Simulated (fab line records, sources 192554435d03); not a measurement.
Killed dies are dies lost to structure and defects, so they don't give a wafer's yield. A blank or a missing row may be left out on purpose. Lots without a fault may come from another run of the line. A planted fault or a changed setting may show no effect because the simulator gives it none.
A struck lot beside a sound one | flow n5_finfet | 37 steps out of a route of 1938
Sound: wafers L657.2, L657.3, L657.6. Struck: wafers L639.3, L639.4. (L639.1 of the same lot was not struck and is left out.) The cause comes at the end.
At each step with rows: each side's tool, then ch and its chambers, then its first start. Under that, the readings that differ: sound wafers | struck wafers | difference of the means | sigmas: that difference in standard deviations of wafers without a fault.
alike: readings whose means differ by less than 2 such deviations, and words and numbers that are the same on both sides. not compared: withheld readings, readings that some wafer has no value for, bounds like >300 that may hide the same value, and numbers for which the record gives no deviation and whose values overlap.
The two part at a step that has a row with sigmas, a row that says differs or no value, or rows on one side only. Numbers that don't overlap but have no deviation are shown without sigmas and don't part them. A reading that every wafer of one side lacks parts them only if that side has two wafers or more.

first, 11 steps without rows for these wafers: N5_PMOS_HMC_CHANNEL_EPI_PRECLEAN_36 (cleans in O3/DIW, time 45 s); N5_PMOS_HMC_CHANNEL_EPI_PRECLEAN_18 (cleans in DHF, time 30 s); N5_PMOS_HMC_CHANNEL_EPI_SRD_19 (time 30 s); N5_PMOS_HMC_CHANNEL_EPI_EPI_20 (deposits SiGe30, target thk 59 nm); N5_PMOS_HMC_CHANNEL_EPI_HM_STRIP_35 (strips SiO2 in dHF, material SiO2, target depth 39.6 nm, time 216 s); N5_PMOS_HMC_CHANNEL_EPI_SRD_39 (time 30 s); N5_PMOS_HMC_CHANNEL_EPI_CMP_21 (polishes SiGe30, target thk 54 nm); N5_PMOS_HMC_CHANNEL_EPI_PRECLEAN_40 (cleans in DHF, time 30 s); N5_PMOS_HMC_CHANNEL_EPI_PRECLEAN_37 (cleans in O3/DIW, time 45 s); N5_PMOS_HMC_CHANNEL_EPI_PRECLEAN_24 (cleans in DHF, time 30 s); N5_PMOS_HMC_CHANNEL_EPI_SRD_25 (time 30 s).
N5_PMOS_HMC_CHANNEL_EPI_EPI_26: deposits Si from SiH4/H2, target thk 3.8 nm, time 22.7 s.
  sound on epi_rpcvd-03 ch 0, day 7 02:32; struck on epi_rpcvd-04 ch 0, day 2 14:49
  reading                                             | sound             | struck      | difference | sigmas
  throttle_valve_pct (%)                              | 11.38 11.52 11.57 | 11.08 11.02 | -0.44      | -2
  model.Si_of_PMOS_HMC_CHANNEL_EPI_EPI_26.thk_nm (nm) | 3.767 3.753 3.823 | 5.076 5.079 | +1.296     |
then, 22 steps without rows for these wafers: N5_FIN_SAQP_PRECLEAN_42 (cleans in O3/DIW, time 60 s); N5_FIN_SAQP_PRECLEAN_00 (cleans in SC1, time 60 s); N5_FIN_SAQP_PRECLEAN_44 (cleans in SC2, time 45 s); N5_FIN_SAQP_SRD_01 (time 30 s); N5_FIN_SAQP_ALD_61 (deposits SiO2, target thk 4 nm, pulse time 1 s, purge time 2 s); N5_FIN_SAQP_DENSIFY_62 (time 60 s); N5_FIN_SAQP_HM_DEP_03 (deposits SiNx from SiH4/NH3/N2, target thk 38 nm, time 33.6 s); N5_FIN_SAQP_PECVD_47 (deposits a-Si from SiH4/He, target thk 45 nm, time 36.3 s); N5_FIN_SAQP_PECVD_48 (deposits SiNx from SiH4/NH3/N2, target thk 25 nm, time 22.1 s); N5_FIN_SAQP_PECVD_06 (deposits a-Si from SiH4/He, target thk 60 nm, time 48.1 s); N5_FIN_SAQP_HM_DEP_72 (deposits SiO2 from SiH4/N2O, target thk 12 nm, time 7.2 s); N5_FIN_SAQP_COAT_49 (time 60 s, resist thk 100 nm); N5_FIN_SAQP_COAT_50 (time 60 s, resist thk 35 nm); N5_FIN_SAQP_COAT_10 (resist thk 90 nm); N5_FIN_SAQP_EBR_12; N5_FIN_SAQP_SOFTBAKE_11 (time 60 s); N5_FIN_SAQP_EXPOSE_13 (exposes mask FIN CORE, target cd 35.6 nm); N5_FIN_SAQP_PEB_14 (peb time 60 s); N5_FIN_SAQP_DEVELOP_15 (develop time 30 s); N5_FIN_SAQP_DESCUM_21 (chemistry O2, time 7.9 s); N5_FIN_SAQP_ETCH_51 (etches SiARC in CF4, target depth 45.5 nm, time 75.8 s); N5_FIN_SAQP_ETCH_52 (etches SOC in N2/H2, target depth 100 nm, overetch 20 nm, time 150 s).
N5_STI_FIN_REVEAL_CLEAN_19: cleans in O3/DIW, time 120 s.
  sound on wet_bench-06 ch 2,5,6, day 7 18:38; struck on wet_bench-05 ch 1,3, day 3 07:04
  reading                                             | sound       | struck  | difference | sigmas
  model.Si_of_PMOS_HMC_CHANNEL_EPI_EPI_26.thk_nm (nm) | 2.4 2.4 2.4 | 3.8 3.8 | +1.4       |
  alike: bath_heat_duty_pct, o3_ppm
-- the record jumps here: 5 days lie between the struck wafers' starts before and after (it left off in module STI_FIN_REVEAL and takes up again in module BEOL_M4, whose first step shown is number 1111 of the route) --
N5_BEOL_M4_RC_MEAS_101:
  sound on prober-02 ch 0, day 13 03:47; struck on prober-01 ch 0, day 8 13:20
  reading        | sound          | struck    | difference | sigmas
  IOFF_N (nA/um) | 0.21 0.16 0.26 | 0.11 0.12 | -0.10      | -3
  IOFF_P (nA/um) | 0.22 0.20 0.30 | 0.14 0.15 | -0.09      | -3
  ION_N (uA/um)  | 690 684 693    | 661 667   | -25        | -2
  ION_P (uA/um)  | 462 465 471    | 448 451   | -16        | -2
  SS_P (mV/dec)  | 73.7 73.2 75.5 | 72.5 72.7 | -1.5       | -2
  VT_N (mV)      | 245 247 242    | 255 254   | +10        | +3
  VT_P (mV)      | -251 -254 -247 | -259 -256 | -7         | -2
  alike: DIBL_N, DIBL_P, SS_N
then, 1 step without rows for these wafers: N5_PASSIVATION_PROBE_49.

WHERE THEY PART
First at N5_PMOS_HMC_CHANNEL_EPI_EPI_26; last, within this record, at N5_BEOL_M4_RC_MEAS_101.

WHY: what the simulator had put in
Process parameter drift: epi_rpcvd-04, from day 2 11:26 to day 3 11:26, at N5_PMOS_HMC_CHANNEL_EPI_EPI_26. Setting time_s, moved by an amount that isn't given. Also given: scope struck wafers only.
